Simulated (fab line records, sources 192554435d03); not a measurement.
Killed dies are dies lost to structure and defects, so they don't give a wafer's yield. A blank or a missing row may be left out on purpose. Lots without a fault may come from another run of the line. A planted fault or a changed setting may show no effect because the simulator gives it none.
Problem report in the 8D (eight disciplines) form, filled by code | flow n5_finfet | the parts of the form that need people (team, actions taken, sign-off) are left out

1. THE PROBLEM
exposure_dose_mJ_cm2 at N5_BEOL_M5_EXPOSE_08 reads a mean of 36.81 on 6 wafers of 2 lots; wafers without a fault read 35.73 with a standard deviation of 0.036. That is +30 standard deviations from the usual mean.
The step: exposes mask M5, target cd 28 nm.
First seen on wafer L631.1, day 11 12:22, on euv_scanner-02. The record holds 30 wafers of 10 lots with a number at this step. Rule for "out", or "out of limits": more than 4 standard deviations from the usual mean. The other wafers with a number count as sound.

2. WHAT IT IS AND WHAT IT IS NOT
question                    | is                     | is not
which readings at this step | exposure_dose_mJ_cm2   | -
which lots                  | L630, L631             | L616, L620, L621, L622, L623, L626, L636, L639
which wafers of those lots  | all that have a number | -
read on which tools         | euv_scanner-02         | euv_scanner-01
when                        | from day 11 12:22      | up to then (18 sound wafers); but 6 sound wafers of L636, L639 came after

3. SUSPECTS, AND WHAT RULES EACH OUT
Counting: a tool at a process step up to the reading stays a suspect if it ran every lot that is out and no sound lot after the first of them.
- euv_scanner-02 at N5_BEOL_M5_EXPOSE_08 (exposes mask M5, target cd 28 nm): kept. It ran every lot that is out, first L631 (day 11 12:22), and no sound lot after that; its last sound lot up to then is L626 (day 10 05:05). Its own readings are out on those wafers: exposure_dose_mJ_cm2.
Left after counting: euv_scanner-02 at N5_BEOL_M5_EXPOSE_08.

4. THE CAUSE (what the simulator had put in)
Process parameter drift: euv_scanner-02, from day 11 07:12 on, at N5_BEOL_M5_EXPOSE_08. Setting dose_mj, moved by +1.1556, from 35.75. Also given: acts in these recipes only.
Counting left only this tool.

5. THE CHAIN OF EFFECTS, in route order
Each row: a reading whose mean over the struck wafers that have a number lies more than 3 standard deviations from the usual. Only readings for which the record gives a usual standard deviation are gone through. hours: the time from each lot's start at the first step in this table that gives one to its start at this step, as a median over the lots. sigmas: the change in usual standard deviations.
hours | step                 | reading              | usual | on struck wafers | change | sigmas
0     | N5_BEOL_M5_EXPOSE_08 | exposure_dose_mJ_cm2 | 35.73 | 36.81            | +1.08  | +30
The process steps in it:
- N5_BEOL_M5_EXPOSE_08: exposes mask M5, target cd 28 nm.

6. WHAT WOULD HAVE CAUGHT IT SOONER
In this record the first reading out of limits was taken at day 11 12:22, 5 hours after the fault began at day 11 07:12.
